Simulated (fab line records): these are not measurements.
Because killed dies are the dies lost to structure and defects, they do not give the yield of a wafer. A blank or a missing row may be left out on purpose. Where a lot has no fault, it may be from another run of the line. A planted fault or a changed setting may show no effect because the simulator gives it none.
Matching of chambers -- flow n5 finfet -- N5_BEOL_M8_ETCH_65 on rie diel-06 has 4 sister chambers
The step etches SiARC in CF4, target depth 15.6 nm, time 26 s. 22 wafers are shown with their chamber, then 11 later ones without.

== WAFERS WITH THEIR CHAMBER ==
wafer,chamber,showerhead plenum p Torr (Torr),drypump motor current A (A),throttle valve pct (%)
L078.1,2,2.18,5.3,15.41
L078.3,0,2.17,5.3,15.53
L078.6,0,2.17,5.3,15.52
L079.2,2,2.18,5.4,15.41
L079.3,3,2.27,4.9,15.82
L079.5,3,2.27,5.0,15.82
L080.1,1,2.27,5.9,15.56
L080.3,0,2.17,5.2,15.55
L080.4,2,2.18,5.4,15.42
L084.3,2,2.18,5.3,15.44
L084.4,1,2.27,5.9,15.56
L084.6,3,2.27,5.0,15.83
L085.3,0,2.17,5.2,15.57
L085.5,1,2.26,5.9,15.56
L085.6,2,2.18,5.3,15.43
L090.1,3,2.26,5.0,15.85
L090.3,1,2.26,5.9,15.59
L090.6,2,2.18,5.4,15.46
L088.3,0,2.16,5.3,15.56
L088.5,3,2.26,5.0,15.85
L088.6,0,2.16,5.3,15.58
L092.2,0,2.16,5.3,15.56

SIGNATURES (means of the wafers above)
reading,chamber 0,chamber 1,chamber 2,chamber 3,scatter within a chamber
showerhead plenum p Torr,2.1657,2.2650,2.1800,2.2660,0.00466
drypump motor current A,5.271,5.900,5.350,4.980,0.0455
throttle valve pct,15.5529,15.5675,15.4283,15.8340,0.0186
Rule: distance of a wafer from a chamber = root of the sum over the readings of ((wafer's reading minus chamber's mean) / reading's scatter) squared. The wafer belongs to the nearest chamber; if the next one is less than 2 further off, it can't be placed. The scatter: the root of (the sum of the squares of (reading less its chamber's mean) over the shown wafers, divided by (wafers less chambers)).

== WAFERS WITHOUT THEIR CHAMBER ==
wafer,showerhead plenum p Torr (Torr),drypump motor current A (A),throttle valve pct (%)
L092.3,2.18,5.4,15.46
L092.6,2.16,5.3,15.56
L094.3,2.16,5.3,15.57
L094.5,2.17,5.4,15.46
L094.6,2.26,4.9,15.87
L093.1,2.26,5.0,15.87
L093.3,2.26,5.9,15.61
L093.5,2.26,5.9,15.61
L097.1,2.26,4.9,15.88
L097.3,2.26,5.9,15.64
L097.4,2.17,5.4,15.48

== EACH ONE'S CHAMBER ==
wafer,from the rows above,in truth
L092.3,2,2
L092.6,0,0
L094.3,0,0
L094.5,2,2
L094.6,3,3
L093.1,3,3
L093.3,1,1
L093.5,1,1
L097.1,3,3
L097.3,1,1
L097.4,can't be placed: 2 or 0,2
Correctly placed: 10 of 11. These rows do not allow placing 1 (true chamber among the candidates in 1). Wrongly placed: 0.
